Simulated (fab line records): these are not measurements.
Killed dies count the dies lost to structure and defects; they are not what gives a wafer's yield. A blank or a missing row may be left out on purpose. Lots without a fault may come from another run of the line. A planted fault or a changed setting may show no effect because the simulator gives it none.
The same fault as seen by 3 desks | flow nand_harc | each desk holds nothing but its own numbers, with what lay behind them at the end

AT THE METROLOGY DESK
What the gauges read, lot by lot, whatever tool the lot ran on: means of the sampled wafers that have a number. The brackets show how far a lot's mean lies from the usual mean; more than 4 standard deviations puts the lot out of limits, marked OUT.
Columns: A = thk_nm at NHARC_A_SGD_CUT_THK_MEAS_22, usual 148.3 nm; B = cd_nm at NHARC_A_SLIT_CD_MEAS_21, usual 289.6 nm
lot  | first seen here | A     | B
L586 | day 18 18:00    | 147.9 | 290.5
L588 | day 20 05:29    | 146.2 | 290.5
L589 | day 20 05:29    | 147.6 | 289.5
L590 | day 20 23:16    | 147.8 | 289.1
L591 | day 21 11:08    | 147.0 | 289.8
L592 | day 22 09:41    | 149.9 | 289.4
L601 | day 25 15:48    | 148.9 | 289.7
L602 | day 25 19:12    | 149.0 | 289.6
L603 | day 26 16:36    | 148.6 | 289.9
L605 | day 27 08:41    | 148.2 | 290.2
L606 | day 27 08:41    | 147.1 | 289.0
L604 | day 27 08:41    | 149.6 | 289.4
L607 | day 27 20:23    | 148.4 | 289.1
L608 | day 28 15:10    | 146.7 | 289.7
This desk's finding: nothing out of limits on any of the 14 lots.

FOR THE TOOL OWNER'S DESK: rtp_anneal-01
The tool's own readings at NHARC_A_WL_FILL_RTA_01 (time 5 s): means of the sampled wafers that have a number, for each lot that ran on this tool. The brackets show how far a lot's mean lies from the usual mean; more than 4 standard deviations puts the lot out of limits, marked OUT.
Columns: A = lamp_power_pct at NHARC_A_WL_FILL_RTA_01, usual 27.1 %; B = lamp_zone_5_pct at NHARC_A_WL_FILL_RTA_01, usual 27.1 %; C = wafer_temp_C_max at NHARC_A_WL_FILL_RTA_01, usual 1005.0
lot  | first seen here | A    | B    | C
L586 | day 19 21:42    | 28.3 | 28.3 | 1005.6
L589 | day 21 00:08    | 28.3 | 28.3 | 1006.1
L590 | day 21 18:02    | 28.3 | 28.3 | 1006.2
L591 | day 22 08:25    | 25.4 | 25.4 | 965.7 (-33) OUT
L592 | day 23 11:40    | 25.4 | 25.4 | 966.8 (-32) OUT
L603 | day 27 13:55    | 28.4 | 28.4 | 1005.8
L604 | day 28 06:40    | 28.3 | 28.4 | 1004.7
L608 | day 29 09:55    | 28.4 | 28.4 | 1004.7
This desk's finding: out of limits on L591, L592; first on L591, day 22 08:25 (wafer_temp_C_max at NHARC_A_WL_FILL_RTA_01). In limits: L586, L589, L590, L603, L604, L608.

THE DEFECT DESK
Counts from the inspections along the route, per lot, as means over the sampled wafers that have a number. The brackets show how far a lot's mean lies from the usual mean; more than 4 standard deviations puts the lot out of limits, marked OUT.
Columns: A = raw_defect_count at NHARC_A_SIN_REMOVE_INSPECT_04, usual 379
lot  | first seen here | A
L586 | day 19 21:22    | 276
L588 | day 20 23:46    | 352
L589 | day 20 23:46    | 332
L590 | day 21 17:43    | 360
L591 | day 22 08:04    | 503
L592 | day 23 11:19    | 351
L601 | day 26 10:19    | 510
L602 | day 26 15:08    | 445
L603 | day 27 13:31    | 342
L605 | day 28 03:19    | 358
L604 | day 28 06:20    | 368
L606 | day 28 06:20    | 447
L607 | day 28 16:25    | 334
L608 | day 29 09:35    | 268
This desk's finding: nothing out of limits on any of the 14 lots.

TAKEN TOGETHER
The tool owner's desk could have raised an alarm at day 22 08:25, on L591, L592.
At the metrology desk, nothing out of limits was observed.
Nothing out of limits was seen by the defect desk.
The metrology desk has L591, L592 on record, within its limits.
The defect desk has L591, L592 on record, within its limits.
The lots listed all ran NHARC_A_WL_FILL_RTA_01 on rtp_anneal-01.

WHAT HAD BEEN PUT IN BY THE SIMULATOR
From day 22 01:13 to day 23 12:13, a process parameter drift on rtp_anneal-01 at NHARC_A_WL_FILL_RTA_01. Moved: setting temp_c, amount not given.
Lots struck among those shown: L591, L592.
Each desk's first reading out of limits, in hours after the fault started: the tool owner's desk, 7.
